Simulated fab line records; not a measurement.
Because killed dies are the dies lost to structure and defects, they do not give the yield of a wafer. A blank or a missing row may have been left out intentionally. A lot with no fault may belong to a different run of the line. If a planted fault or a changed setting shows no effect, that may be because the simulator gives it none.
fab line records + flow nandHarc
[record]
- lots = 13
- wafers = 39
- lastDay = 33
route steps=1302 shown A_CHANNEL_HOLE_D2@582 A_CHANNEL_FILL_D2@613 END@1302
lots that met no fault: from a run of the same line without faults
startH: hours from the record's first day to the start of the lot's first wafer shown + waitH: time in hours since the lot's previous step + " unchanged from the row above + L1.1+2: a single row standing in for several wafers + - value missing, or start not given + * or withheld: withheld + < > ~ a bound
route shown NAME@n: names a module that has steps shown in the file, with the first one's number in the route + usual: average and standard deviation across the fault-free wafers + same: alike in all rows + chamber/n: place in a boat + sites: the reading at each site + _std_site: the standard deviation of these + _edge_site: inner sites' mean taken away from outer sites' mean + radiusMm: how far each site lies from the wafer's centre + mask NAME#n: copy n + behind: the most recent tool/chamber to have shaped the wafer + hold: what put the lot on hold/how long, in hours/how the hold closed + device: the n, p or np transistor that did not switch + end of line: the tests these same wafers got at the end of their route + for a step that has no rows: nothing shown but its recipe + killed: not the wafer's yield, but the dies lost to structure and defects at the first sort + map: shows each die of a wafer: x if killed, . if not, _ if none is there
set.NAME: the setting as run; set.NAME@STEP: as run at that earlier step + model.NAME: the simulator's own value behind a step, which no gauge read
route steps across a sampled set of lots; one table per step, one row per wafer
services: a tool's chamber out of use, with start hour (startH, from the record's first day; less than 0 if before it), hours out, and reason
[[steps]]
[step NHARC_A_CHANNEL_HOLE_D2_CD_MEAS_10]
[recipe]
- targetCdNm = 100
- landingEnergyEv = 500
[usual]
- cdNm = 99.8/0.74
| lot.wafer | tool     | chamber | startH | waitH | cdNm  |
|-----------|----------|---------|--------|-------|-------|
| L359.2    | cdSem-01 | 0       | 287.62 | -     | 99.2  |
| L359.3    | "        | 0       | "      | "     | 98.8  |
| L359.6    | "        | 0       | "      | "     | 98.5  |
| L360.2    | cdSem-01 | 0       | 299.08 | -     | 99.5  |
| L360.5    | "        | 0       | "      | "     | 98.8  |
| L360.6    | "        | 0       | "      | "     | 99.4  |
| L361.1    | cdSem-01 | 0       | 317.22 | -     | 99.1  |
| L361.3    | "        | 0       | "      | "     | 99.4  |
| L361.4    | "        | 0       | "      | "     | 99.0  |
| L362.1    | cdSem-03 | 0       | 317.37 | -     | 99.2  |
| L362.3    | "        | 0       | "      | "     | 100.0 |
| L362.4    | "        | 0       | "      | "     | 100.4 |
| L363.2    | cdSem-01 | 0       | 325.65 | -     | 99.0  |
| L363.3    | "        | 0       | "      | "     | 98.8  |
| L363.6    | "        | 0       | "      | "     | 98.9  |
| L364.2    | cdSem-02 | 0       | 337.87 | -     | 100.4 |
| L364.3    | "        | 0       | "      | "     | 100.1 |
| L364.6    | "        | 0       | "      | "     | 101.1 |
| L365.4    | cdSem-02 | 0       | 355.82 | -     | 100.5 |
| L365.5    | "        | 0       | "      | "     | 98.9  |
| L365.6    | "        | 0       | "      | "     | 99.4  |
| L367.1    | cdSem-01 | 0       | 375.10 | -     | 99.9  |
| L367.4    | "        | 0       | "      | "     | 100.2 |
| L367.6    | "        | 0       | "      | "     | 100.6 |
| L369.1    | cdSem-02 | 0       | 400.78 | -     | 99.8  |
| L369.2    | "        | 0       | "      | "     | 99.5  |
| L369.6    | "        | 0       | "      | "     | 100.7 |
| L370.1    | cdSem-02 | 0       | 410.18 | -     | 101.1 |
| L370.2    | "        | 0       | "      | "     | 99.7  |
| L370.6    | "        | 0       | "      | "     | 101.2 |
| L377.3    | cdSem-02 | 0       | 476.16 | -     | 99.3  |
| L377.4    | "        | 0       | "      | "     | 99.4  |
| L377.6    | "        | 0       | "      | "     | 99.5  |
| L379.4    | cdSem-03 | 0       | 498.96 | -     | 100.1 |
| L379.5    | "        | 0       | "      | "     | 100.8 |
| L379.6    | "        | 0       | "      | "     | 100.5 |
| L381.4    | cdSem-01 | 0       | 513.12 | -     | 100.2 |
| L381.5    | "        | 0       | "      | "     | 99.2  |
| L381.6    | "        | 0       | "      | "     | 98.7  |
[step NHARC_A_CHANNEL_HOLE_D2_STRIP_42]
[recipe]
- cf4FlowSccm = 100
- chf3FlowSccm = 30
- arFlowSccm = 0
- biasW = 0
- chemistry = CF4/CHF3
| lot.wafer  | tool       | chamber | startH | waitH |
|------------|------------|---------|--------|-------|
| L359.2+3+6 | rieDiel-06 | 3,0,0   | 297.75 | 0.1   |
| L360.2+6+5 | rieDiel-05 | 0,1,2   | 308.19 | 0.1   |
| L361.1+3+4 | rieDiel-05 | 0,1,2   | 323.20 | 0.1   |
| L362.4+3+1 | rieDiel-06 | 0,1,2   | 323.34 | 0.1   |
| L363.2+3+6 | rieDiel-05 | 3,1,3   | 331.63 | 0.1   |
| L364.3+2+6 | rieDiel-05 | 0,2,3   | 343.82 | 0.1   |
| L365.4+5+6 | rieDiel-06 | 1,3,0   | 361.78 | 0.1   |
| L367.1+4+6 | rieDiel-06 | 2,2,1   | 381.09 | 0.1   |
| L369.1+2+6 | rieDiel-06 | 2,0,3   | 406.77 | 0.1   |
| L370.2+1+6 | rieDiel-05 | 3,0,3   | 416.14 | 0.1   |
| L377.4+3+6 | rieDiel-09 | 1,2,1   | 482.13 | 0.1   |
| L379.4+6+5 | rieDiel-09 | 0,0,1   | 506.67 | 0.1   |
| L381.4+6+5 | rieDiel-05 | 0,1,2   | 519.65 | 0.0   |
[step NHARC_A_CHANNEL_HOLE_D2_INSPECT_40]
[usual]
- rawDefectCount = 276/77
| lot.wafer | tool             | chamber | startH | waitH | hold                    | rawDefectCount |
|-----------|------------------|---------|--------|-------|-------------------------|----------------|
| L359.2    | defectInspect-02 | -       | 298.98 | -     | -                       | 244            |
| L359.3    | "                | -       | "      | "     | -                       | 212            |
| L359.6    | "                | -       | "      | "     | -                       | 254            |
| L360.2    | defectInspect-02 | -       | 309.29 | -     | -                       | 206            |
| L360.5    | "                | -       | "      | "     | -                       | 177            |
| L360.6    | "                | -       | "      | "     | -                       | 217            |
| L361.1    | defectInspect-01 | -       | 324.32 | -     | -                       | 328            |
| L361.3    | "                | -       | "      | "     | -                       | 182            |
| L361.4    | "                | -       | "      | "     | -                       | 241            |
| L362.1    | defectInspect-02 | -       | 324.44 | -     | -                       | 467            |
| L362.3    | "                | -       | "      | "     | -                       | 325            |
| L362.4    | "                | -       | "      | "     | -                       | 244            |
| L363.2    | defectInspect-02 | -       | 332.74 | -     | -                       | 356            |
| L363.3    | "                | -       | "      | "     | -                       | 293            |
| L363.6    | "                | -       | "      | "     | -                       | 292            |
| L364.2    | defectInspect-01 | -       | 344.92 | -     | -                       | 165            |
| L364.3    | "                | -       | "      | "     | -                       | 170            |
| L364.6    | "                | -       | "      | "     | -                       | 280            |
| L365.4    | defectInspect-02 | -       | 362.88 | -     | -                       | 321            |
| L365.5    | "                | -       | "      | "     | -                       | 350            |
| L365.6    | "                | -       | "      | "     | -                       | 319            |
| L367.1    | defectInspect-02 | -       | 382.33 | -     | -                       | 339            |
| L367.4    | "                | -       | "      | "     | -                       | 274            |
| L367.6    | "                | -       | "      | "     | -                       | 267            |
| L369.1    | defectInspect-02 | -       | 407.87 | -     | -                       | 374            |
| L369.2    | "                | -       | "      | "     | -                       | 171            |
| L369.6    | "                | -       | "      | "     | -                       | 284            |
| L370.1    | defectInspect-02 | -       | 417.25 | -     | -                       | 304            |
| L370.2    | "                | -       | "      | "     | -                       | 279            |
| L370.6    | "                | -       | "      | "     | -                       | 337            |
| L377.3    | defectInspect-02 | -       | 483.23 | -     | awaitDispo/0.2h/release | 634            |
| L377.4    | "                | -       | "      | "     | awaitDispo/0.2h/release | 606            |
| L377.6    | "                | -       | "      | "     | awaitDispo/0.2h/release | 578            |
| L377.3    | defectInspect-02 | -       | 483.41 | 0.2   | -                       | 646            |
| L377.4    | "                | -       | "      | "     | -                       | 602            |
| L377.6    | "                | -       | "      | "     | -                       | 571            |
| L379.4    | defectInspect-01 | -       | 507.78 | -     | awaitDispo/0.2h/release | 733            |
| L379.5    | "                | -       | "      | "     | awaitDispo/0.2h/release | 688            |
| L379.6    | "                | -       | "      | "     | awaitDispo/0.2h/release | 686            |
| L379.4    | defectInspect-01 | -       | 507.95 | 0.2   | -                       | 725            |
| L379.5    | "                | -       | "      | "     | -                       | 682            |
| L379.6    | "                | -       | "      | "     | -                       | 696            |
| L381.4    | defectInspect-02 | -       | 520.90 | -     | -                       | 377            |
| L381.5    | "                | -       | "      | "     | -                       | 361            |
| L381.6    | "                | -       | "      | "     | -                       | 326            |
[step NHARC_A_CHANNEL_FILL_D2_ALD_03]
[recipe]
- targetThkA = 60
- pulseTimeS = 60
- aldCycles = 58
- tempC = 630
- pressureTorr = 2
- material = SiNx
[usual]
- precursorPulseHeightRel = 0.997/0.019
| lot.wafer | tool           | chamber | startH | waitH | precursorPulseHeightRel |
|-----------|----------------|---------|--------|-------|-------------------------|
| L359.2    | aldSinBatch-02 | 0       | -      | -     | 1.013                   |
| L359.3    | "              | 0       | "      | "     | 1.026                   |
| L359.6    | "              | 0       | "      | "     | 1.005                   |
| L360.2    | aldSinBatch-03 | 0       | -      | -     | 0.954                   |
| L360.5    | "              | 0       | "      | "     | 1.005                   |
| L360.6    | "              | 0       | "      | "     | 0.974                   |
| L361.1    | aldSinBatch-03 | 0       | -      | -     | 0.978                   |
| L361.3    | "              | 0       | "      | "     | 1.024                   |
| L361.4    | "              | 0       | "      | "     | 0.994                   |
| L362.1    | aldSinBatch-03 | 0       | -      | -     | 1.005                   |
| L362.3    | "              | 0       | "      | "     | 1.015                   |
| L362.4    | "              | 0       | "      | "     | 1.007                   |
| L363.2    | aldSinBatch-03 | 0       | -      | -     | 1.015                   |
| L363.3    | "              | 0       | "      | "     | 1.004                   |
| L363.6    | "              | 0       | "      | "     | 1.018                   |
| L364.2    | aldSinBatch-01 | 0       | -      | -     | 1.007                   |
| L364.3    | "              | 0       | "      | "     | 0.981                   |
| L364.6    | "              | 0       | "      | "     | 0.971                   |
| L365.4    | aldSinBatch-02 | 0       | -      | -     | 1.012                   |
| L365.5    | "              | 0       | "      | "     | 0.976                   |
| L365.6    | "              | 0       | "      | "     | 1.019                   |
| L367.1    | aldSinBatch-01 | 0       | -      | -     | 0.991                   |
| L367.4    | "              | 0       | "      | "     | 1.006                   |
| L367.6    | "              | 0       | "      | "     | 0.970                   |
| L369.1    | aldSinBatch-03 | 0       | -      | -     | 0.973                   |
| L369.2    | "              | 0       | "      | "     | 0.993                   |
| L369.6    | "              | 0       | "      | "     | 1.006                   |
| L370.1    | aldSinBatch-01 | 0       | -      | -     | 0.995                   |
| L370.2    | "              | 0       | "      | "     | 1.013                   |
| L370.6    | "              | 0       | "      | "     | 1.023                   |
| L377.3    | aldSinBatch-01 | 0       | -      | -     | 1.010                   |
| L377.4    | "              | 0       | "      | "     | 1.014                   |
| L377.6    | "              | 0       | "      | "     | 0.997                   |
| L379.4    | aldSinBatch-03 | 0       | -      | -     | 1.004                   |
| L379.5    | "              | 0       | "      | "     | 1.003                   |
| L379.6    | "              | 0       | "      | "     | 1.038                   |
| L381.4    | aldSinBatch-03 | 0       | -      | -     | 1.009                   |
| L381.5    | "              | 0       | "      | "     | 1.033                   |
| L381.6    | "              | 0       | "      | "     | 0.967                   |
[step NHARC_A_CHANNEL_FILL_D2_ETCHBACK_19]
[recipe]
- targetDepthA = 50
- timeS = 1.7
- hbrFlowSccm = 150
- cl2FlowSccm = 50
- rfW = 400
- icpW = 400
- biasW = 100
- chemistry = HBr/Cl2
[usual]
- drypumpMotorCurrentA = 5.7/0.34
- oesProductAu = 1.004/0.013
- throttleValvePct = 26.406/0.0088
[same]
- timeS = 1.7
| lot.wafer | tool     | chamber | startH | waitH | drypumpMotorCurrentA | oesProductAu | rfHoursCounterH | throttleValvePct |
|-----------|----------|---------|--------|-------|----------------------|--------------|-----------------|------------------|
| L359.3    | rieSi-04 | 2       | 328.48 | 0.4   | 6.5                  | 0.995        | 0.91            | 26.406           |
| L359.2    | "        | 0       | "      | "     | 4.9                  | 0.973        | 0.93            | 26.410           |
| L359.6    | "        | 2       | "      | "     | 6.4                  | 1.000        | -               | 26.415           |
| L360.2    | rieSi-06 | 1       | 335.15 | 0.4   | 6.2                  | 1.010        | 0.42            | 26.393           |
| L360.6    | "        | 0       | "      | "     | 5.9                  | 0.978        | -               | 26.391           |
| L360.5    | "        | 1       | "      | "     | 6.2                  | 1.008        | -               | 26.413           |
| L361.4    | rieSi-03 | 1       | 349.19 | 0.4   | 5.7                  | 1.003        | 0.76            | 26.403           |
| L361.1    | "        | 2       | "      | "     | 5.7                  | 0.997        | 0.72            | 26.397           |
| L361.3    | "        | 3       | "      | "     | 5.9                  | 0.974        | 0.78            | 26.414           |
| L362.1    | rieSi-06 | 3       | 349.19 | 0.4   | 5.5                  | 1.024        | 0.56            | 26.407           |
| L362.3    | "        | 2       | "      | "     | 5.3                  | 1.000        | 0.56            | 26.408           |
| L362.4    | "        | 3       | "      | "     | 5.4                  | 1.024        | -               | 26.411           |
| L363.3    | rieSi-06 | 0       | 356.97 | 0.4   | 5.9                  | 0.973        | 0.58            | 26.411           |
| L363.2    | "        | 2       | "      | "     | 5.3                  | 1.002        | 0.67            | 26.415           |
| L363.6    | "        | 2       | "      | "     | 5.3                  | 0.993        | -               | 26.408           |
| L364.3    | rieSi-03 | 2       | 368.68 | 0.4   | 5.7                  | 1.001        | 0.89            | 26.409           |
| L364.2    | "        | 0       | "      | "     | 5.5                  | 0.997        | 1.09            | 26.395           |
| L364.6    | "        | 2       | "      | "     | 5.7                  | 1.000        | -               | 26.415           |
| L365.4    | rieSi-03 | 3       | 385.44 | 0.4   | 5.9                  | 0.991        | 0.96            | 26.403           |
| L365.6    | "        | 3       | "      | "     | 5.9                  | 0.989        | -               | 26.411           |
| L365.5    | "        | 0       | "      | "     | 5.5                  | 0.997        | -               | 26.405           |
| L367.4    | rieSi-06 | 0       | 406.85 | 0.4   | 5.9                  | 0.985        | 0.80            | 26.404           |
| L367.1    | "        | 3       | "      | "     | 5.4                  | 1.008        | 0.93            | 26.422           |
| L367.6    | "        | 0       | "      | "     | 5.9                  | 0.973        | -               | 26.397           |
| L369.1    | rieSi-03 | 2       | 434.83 | 0.4   | 5.7                  | 1.018        | 0.14            | 26.418           |
| L369.2    | "        | 3       | "      | "     | 5.9                  | 1.003        | 0.10            | 26.405           |
| L369.6    | "        | 2       | "      | "     | 5.7                  | 1.010        | -               | 26.402           |
| L370.1    | rieSi-04 | 1       | 443.14 | 0.4   | 5.2                  | 1.008        | 0.65            | 26.406           |
| L370.2    | "        | 2       | "      | "     | 6.5                  | 1.014        | 0.75            | 26.410           |
| L370.6    | "        | 0       | "      | "     | 4.9                  | 0.997        | -               | 26.410           |
| L377.3    | rieSi-03 | 1       | 508.18 | 0.4   | 5.7                  | 1.017        | 0.50            | 26.410           |
| L377.4    | "        | 0       | "      | "     | 5.5                  | 1.022        | 0.42            | 26.407           |
| L377.6    | "        | 1       | "      | "     | 5.7                  | 1.002        | -               | 26.414           |
| L379.4    | rieSi-03 | 1       | 532.12 | 0.4   | 5.7                  | 1.032        | 0.67            | 26.400           |
| L379.5    | "        | 1       | "      | "     | 5.7                  | 1.034        | -               | 26.392           |
| L379.6    | "        | 2       | "      | "     | 5.7                  | 1.010        | -               | 26.401           |
| L381.4    | rieSi-03 | 1       | 545.09 | 0.4   | 5.7                  | 1.032        | 0.83            | 26.400           |
| L381.6    | "        | 2       | "      | "     | 5.7                  | 1.015        | -               | 26.405           |
| L381.5    | "        | 3       | "      | "     | 5.9                  | 1.004        | -               | 26.413           |
[step NHARC_END_SORT_01]
[recipe]
- tempC = 25
[usual]
- killedAtArray = 59/21
- killedAtOther = 0.8/1.1
- killedAtPeriphery = 4.1/2.8
- killedDies = 64/20
- killedOpen = 3.1/1.7
- killedShort = 2.4/1.6
[same]
- grossDies = 677
| lot.wafer | tool      | chamber | startH | waitH | killedAtArray | killedAtOther | killedAtPeriphery | killedDies | killedOpen | killedShort |
|-----------|-----------|---------|--------|-------|---------------|---------------|-------------------|------------|------------|-------------|
| L367.1    | prober-01 | 0       | 640.27 | 2.5   | 44            | 0             | 6                 | 50         | 2          | 3           |
| L367.4    | prober-01 | 0       | 642.63 | 3.4   | 59            | 0             | 5                 | 64         | 2          | 4           |
| L367.6    | prober-01 | 0       | 644.20 | 3.9   | 35            | 1             | 5                 | 41         | 2          | 1           |
| L379.4    | prober-01 | 0       | 773.63 | 3.5   | 154           | 4             | 0                 | 158        | 1          | 0           |
| L379.5    | prober-01 | 0       | 774.45 | 3.8   | 107           | 0             | 2                 | 109        | 1          | 0           |
| L379.6    | prober-01 | 0       | 775.27 | 4.1   | 145           | 1             | 5                 | 151        | 6          | 1           |
| L377.3    | prober-01 | 0       | 776.22 | 3.1   | 81            | 2             | 7                 | 90         | 4          | 2           |
| L377.4    | prober-01 | 0       | 777.04 | 3.4   | 60            | 0             | 4                 | 64         | 3          | 2           |
| L377.6    | prober-01 | 0       | 778.67 | 4.1   | 71            | 2             | 8                 | 81         | 6          | 4           |
// killed by level:class
L367.1 A_CHANNEL_HOLE_D2:chamberFilmFlake=23 A_CONTACT:chamberFilmFlake=6 A_CHANNEL_HOLE_D1:chamberFilmFlake=4 P_ZERO_WELL:chamberFilmFlake=3 A_STAIRCASE:chamberFilmFlake=3 A_M0:chamberFilmFlake=2 P_M2:geometricParticle:open=1 A_ONON_D2:geometricParticle:short=1
L367.4 A_CHANNEL_HOLE_D2:chamberFilmFlake=33 A_STAIRCASE:chamberFilmFlake=6 A_CHANNEL_HOLE_D1:chamberFilmFlake=4 A_DECK1_JOINT:chamberFilmFlake=4 P_ZERO_WELL:chamberFilmFlake=2 P_STI:chamberFilmFlake=2 A_CHANNEL_FILL_D1:chamberFilmFlake=2 A_CONTACT:chamberFilmFlake=2
L367.6 A_CHANNEL_HOLE_D2:chamberFilmFlake=20 A_CHANNEL_HOLE_D1:chamberFilmFlake=7 A_STAIRCASE:chamberFilmFlake=4 P_ZERO_WELL:chamberFilmFlake=3 A_CONTACT:chamberFilmFlake=2 P_CONTACT:geometricParticle:open=1 A_CHANNEL_FILL_D2:geometricParticle:short=1 A_BLC:geometricParticle:open=1
L379.4 A_CHANNEL_HOLE_D2:unspecified=85 A_SLIT:chamberFilmFlake=27 A_CHANNEL_HOLE_D2:chamberFilmFlake=26 A_CHANNEL_HOLE_D1:chamberFilmFlake=10 THIN_TSV:chamberFilmFlake=4 A_CONTACT:chamberFilmFlake=3 A_M1:geometricParticle:open=1 A_STAIRCASE:chamberFilmFlake=1
L379.5 A_CHANNEL_HOLE_D2:chamberFilmFlake=33 A_CHANNEL_HOLE_D2:unspecified=33 A_SLIT:chamberFilmFlake=25 A_CHANNEL_HOLE_D1:chamberFilmFlake=13 A_WL_FILL:geometricParticle:open=1 P_GATE:chamberFilmFlake=1 P_BONDPAD:chamberFilmFlake=1 A_STAIRCASE:chamberFilmFlake=1
L379.6 A_CHANNEL_HOLE_D2:unspecified=71 A_CHANNEL_HOLE_D2:chamberFilmFlake=29 A_SLIT:chamberFilmFlake=29 A_CHANNEL_HOLE_D1:chamberFilmFlake=6 A_CONTACT:chamberFilmFlake=3 A_ONON_D1:geometricParticle:open=2 P_STI:chamberFilmFlake=2 P_STI:geometricParticle:open=1
L377.3 A_CHANNEL_HOLE_D2:unspecified=57 A_CHANNEL_HOLE_D1:chamberFilmFlake=15 A_CONTACT:chamberFilmFlake=4 A_SLIT:chamberFilmFlake=3 P_M1:geometricParticle:open=2 P_M0:chamberFilmFlake=2 P_BONDPAD:chamberFilmFlake=2 P_CONTACT:geometricParticle:short=1
L377.4 A_CHANNEL_HOLE_D2:unspecified=31 A_CHANNEL_HOLE_D1:chamberFilmFlake=11 A_CONTACT:chamberFilmFlake=7 A_SLIT:chamberFilmFlake=3 P_M0:chamberFilmFlake=2 A_STAIRCASE:chamberFilmFlake=2 A_ONON_D1:geometricParticle:open=1 A_ONON_D2:geometricParticle:open=1
L377.6 A_CHANNEL_HOLE_D2:unspecified=34 A_CHANNEL_HOLE_D1:chamberFilmFlake=11 A_SLIT:chamberFilmFlake=8 A_CONTACT:chamberFilmFlake=5 P_M0:chamberFilmFlake=4 A_STAIRCASE:chamberFilmFlake=3 A_WL_FILL:chamberFilmFlake=3 P_M0:geometricParticle:open=2
[[services]]
| tool           | chamber | startH | hours | kind   |
|----------------|---------|--------|-------|--------|
| rieDiel-09     | 0       | 283.24 | 9.7   | repair |
| aldSinBatch-03 | -       | 284.03 | 1.7   | repair |
| rieSi-04       | 0       | 284.05 | 1.2   | repair |
| rieSi-04       | 3       | 284.84 | 4.0   | repair |
| rieDiel-06     | 0       | 286.71 | 3.3   | repair |
| rieDiel-06     | 1       | 291.09 | 17.1  | repair |
| rieDiel-06     | -       | 307.42 | 9.0   | pm     |
| rieSi-03       | 1       | 317.54 | 4.6   | repair |
| aldSinBatch-01 | -       | 323.61 | 10.6  | repair |
| rieSi-06       | 1       | 345.52 | 16.1  | repair |
| rieDiel-06     | 0       | 379.39 | 4.1   | repair |
| rieSi-06       | 3       | 394.12 | 4.6   | repair |
| rieSi-03       | -       | 398.00 | 9.0   | pm     |
| rieDiel-05     | -       | 406.60 | 9.0   | pm     |
| rieSi-06       | -       | 420.27 | 0.2   | repair |
| rieSi-06       | -       | 426.00 | 9.0   | pm     |
| rieDiel-05     | 2       | 430.25 | 1.6   | repair |
| rieDiel-05     | 0       | 440.43 | 9.0   | repair |
| rieDiel-05     | 2       | 457.02 | 8.6   | repair |
| rieDiel-06     | -       | 484.42 | 9.0   | pm     |
| aldSinBatch-01 | -       | 506.08 | 26.0  | pm     |
| rieDiel-05     | 3       | 519.12 | 15.0  | repair |
| rieDiel-05     | 1       | 536.55 | 6.2   | repair |
| rieDiel-05     | 0       | 542.34 | 9.6   | repair |
[[key]]
[firstSign]
- step = NHARC_A_CHANNEL_HOLE_D2_INSPECT_40
- reading = visit
- direction = added
[effect]
- step = NHARC_A_CHANNEL_HOLE_D2_INSPECT_40
- reading = rawDefectCount
- direction = up
- sigmas = 4.9
- usual = 276
- struck = 654
[effect]
- step = NHARC_END_SORT_01
- reading = killedDies
- direction = up
- sigmas = 2.2
- usual = 64
- struck = 109
- wafersMoved = 3
[moreKillsBornAt]
- NHARC_A_CHANNEL_HOLE_D2_STRIP_42@rieDiel-09 = 307
metAt NHARC_A_CHANNEL_HOLE_D2_STRIP_42
struckLots L377,L379
testerLeftOut L377,L379
notActingAt NHARC_A_CHANNEL_HOLE_D2_CD_MEAS_10,NHARC_A_CHANNEL_FILL_D2_ALD_03,NHARC_A_CHANNEL_FILL_D2_ETCHBACK_19
[fault]
- kind = chamberParticleSource
- tool = rieDiel-09
- chamber = -
- onsetH = 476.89
- steps = NHARC_A_CHANNEL_HOLE_D2_STRIP_42
- ratePerVisitCm2 = 0.62825
- endH = 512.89
// testerLeftOut: of these lots the tester's yield and bins aren't shown, on N5 and GAA mostly nor the transistor test; their killed dies are dies lost to structure and defects alone, not to doping, threshold or leakage, so they don't give the yield
